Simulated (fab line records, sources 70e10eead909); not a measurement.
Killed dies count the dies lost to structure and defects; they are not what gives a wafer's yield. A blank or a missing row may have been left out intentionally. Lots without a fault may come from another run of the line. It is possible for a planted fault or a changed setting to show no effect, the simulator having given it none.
Chamber matching ; flow nand-harc ; NHARC_A_BLC_CMP_25 on cmp-03: 4 sister chambers
The step polishes, t overpolish 30 s, target thk 150 nm. 16 wafers are shown with their chamber, then 8 later ones without.

WAFERS WITH THEIR CHAMBER
wafer;chamber;motor-current-A (A);time-to-endpoint-s (s);overpolish-run-s (s)
L079.1;0;10.7;28.1;30.007
L079.2;3;14.3;31.4;30.002
L079.4;1;13.1;30.4;30.012
L078.4;0;11.3;32.2;30.010
L078.5;1;12.1;31.1;29.994
L078.6;0;10.8;29.9;29.993
L082.2;1;13.3;30.3;30.021
L082.3;0;11.3;28.9;30.017
L082.4;3;15.6;25.9;29.987
L088.2;0;10.3;27.3;29.993
L088.3;3;14.1;24.0;29.992
L088.5;3;13.6;25.5;29.989
L089.2;0;11.2;27.8;30.002
L089.4;2;11.4;28.9;30.001
L089.5;2;10.6;29.5;30.002
L091.1;3;15.3;31.0;30.009

SIGNATURES, as means of the wafers listed above
reading;chamber 0;chamber 1;chamber 2;chamber 3;scatter within a chamber
motor-current-A;10.933;12.833;11.000;14.580;0.632
time-to-endpoint-s;29.033;30.600;29.200;27.560;2.29
overpolish-run-s;30.00367;30.00900;30.00150;29.99580;0.00995
Rule: a wafer lies at a distance from a chamber equal to the root of the sum of squares, over the readings, of (its reading less the chamber's mean, divided by the reading's scatter). If the next closest chamber is less than 2 further off than the closest, the wafer can't be placed; otherwise it belongs to the closest. The scatter is the square root of a quotient: the sum, over the shown wafers, of each reading's squared deviation from its chamber's mean, divided by wafers minus chambers.

WAFERS MISSING THEIR CHAMBER
wafer;motor-current-A (A);time-to-endpoint-s (s);overpolish-run-s (s)
L091.3;13.8;28.4;29.981
L091.5;11.3;27.1;29.983
L092.1;13.5;28.5;29.999
L092.3;11.2;25.9;29.983
L092.5;10.9;27.3;30.009
L095.4;11.0;25.1;30.001
L095.5;11.1;27.7;29.998
L095.6;14.4;24.5;30.011

CHAMBER TAKEN BY EACH
wafer;from the rows above;in truth
L091.3;can't be placed: 3 or 1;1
L091.5;can't be placed: 2 or 0 or 1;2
L092.1;can't be placed: 1 or 3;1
L092.3;can't be placed: 2 or 0 or 1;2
L092.5;can't be placed: 0 or 2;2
L095.4;can't be placed: 0 or 2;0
L095.5;can't be placed: 2 or 0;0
L095.6;can't be placed: 3 or 1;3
0 of 8 placed correctly. Not placeable from these rows: 8 (in 8, the candidates include the true chamber). 0 placed wrongly.
